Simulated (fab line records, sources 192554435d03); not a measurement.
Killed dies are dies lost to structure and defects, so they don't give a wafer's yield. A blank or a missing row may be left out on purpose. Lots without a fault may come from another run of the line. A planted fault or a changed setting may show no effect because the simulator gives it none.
Problem report in the 8D (eight disciplines) form, filled by code | flow n5_finfet | the parts of the form that need people (team, actions taken, sign-off) are left out

1. THE PROBLEM
time_to_endpoint_s at N5_DUMMY_GATE_CMP_04 reads a mean of 4.9 s on 1 wafer of 1 lot; wafers without a fault read 13.5 s with a standard deviation of 2.1. That is -4.1 standard deviations from the usual mean.
The step: polishes a-Si.
First seen on wafer L553.3, day 6 05:08, on cmp-04. The record holds 35 wafers of 13 lots with a number at this step. Rule for "out", or "out of limits": more than 4 standard deviations from the usual mean. The other wafers with a number count as sound.

2. WHAT IT IS AND WHAT IT IS NOT
question                    | is                 | is not
which readings at this step | time_to_endpoint_s | motor_current_A
which lots                  | L553               | L539, L540, L542, L543, L544, L547, L548, L552, L554, L559, L561, L562
which wafers of those lots  | L553.3             | L553.5
read on which tools         | cmp-04             | cmp-01, cmp-02
when                        | from day 6 05:08   | up to then (23 sound wafers); but 11 sound wafers of L554, L559, L561, L562 came after

3. SUSPECTS, AND WHAT RULES EACH OUT
Counting: a tool at a process step up to the reading stays a suspect if it ran every lot that is out. Sound lots after the first of them don't rule it out here, since some wafers of a struck lot are sound.
- vapor_etch-01 at N5_FIN_CUT_PRECLEAN_35 (cleans in vHF, time 13.3 s): kept. It ran the lot that is out, L553 (day 5 15:18); its last sound lot up to then is L548 (day 4 10:04).
- ald_sin-03 at N5_STI_FIN_REVEAL_ALD_00 (deposits SiO2, target thk 1 nm, pulse time 1 s): kept. It ran the lot that is out, L553 (day 5 15:41); its last sound lot up to then is L547 (day 4 03:52).
- rtp_anneal-01 at N5_STI_FIN_REVEAL_DENSIFY_30: kept. It ran the lot that is out, L553 (day 5 21:20); its last sound lot up to then is L552 (day 5 17:05).
- cmp-04 at N5_DUMMY_GATE_CMP_04 (polishes a-Si): kept. It ran the lot that is out, L553 (day 6 05:08); its last sound lot up to then is L552 (day 6 01:55). Its own readings are out on those wafers: time_to_endpoint_s.
- Within vapor_etch-01 at N5_FIN_CUT_PRECLEAN_35: the wafers that are out ran in chamber 0; their sound lot-mates ran in chamber 1.
Left after counting: vapor_etch-01 at N5_FIN_CUT_PRECLEAN_35, ald_sin-03 at N5_STI_FIN_REVEAL_ALD_00, rtp_anneal-01 at N5_STI_FIN_REVEAL_DENSIFY_30, cmp-04 at N5_DUMMY_GATE_CMP_04.

4. THE CAUSE (what the simulator had put in)
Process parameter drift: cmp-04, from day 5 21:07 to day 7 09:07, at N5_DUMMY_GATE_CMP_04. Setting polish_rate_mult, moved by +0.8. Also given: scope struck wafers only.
Counting left 4 suspects, and this tool is among them.

5. THE CHAIN OF EFFECTS, in route order
Each row: a reading whose mean over the struck wafers that have a number lies more than 3 standard deviations from the usual. Only readings for which the record gives a usual standard deviation are gone through. hours: the time from each lot's start at the first step in this table that gives one to its start at this step, as a median over the lots. sigmas: the change in usual standard deviations.
hours | step                 | reading            | usual  | on struck wafers | change | sigmas
0     | N5_DUMMY_GATE_CMP_04 | time_to_endpoint_s | 13.5 s | 4.9              | -8.6   | -4.1
The process steps in it:
- N5_DUMMY_GATE_CMP_04: polishes a-Si.

6. WHAT WOULD HAVE CAUGHT IT SOONER
In this record the first reading out of limits was taken at day 6 05:08, 8 hours after the fault began at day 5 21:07.
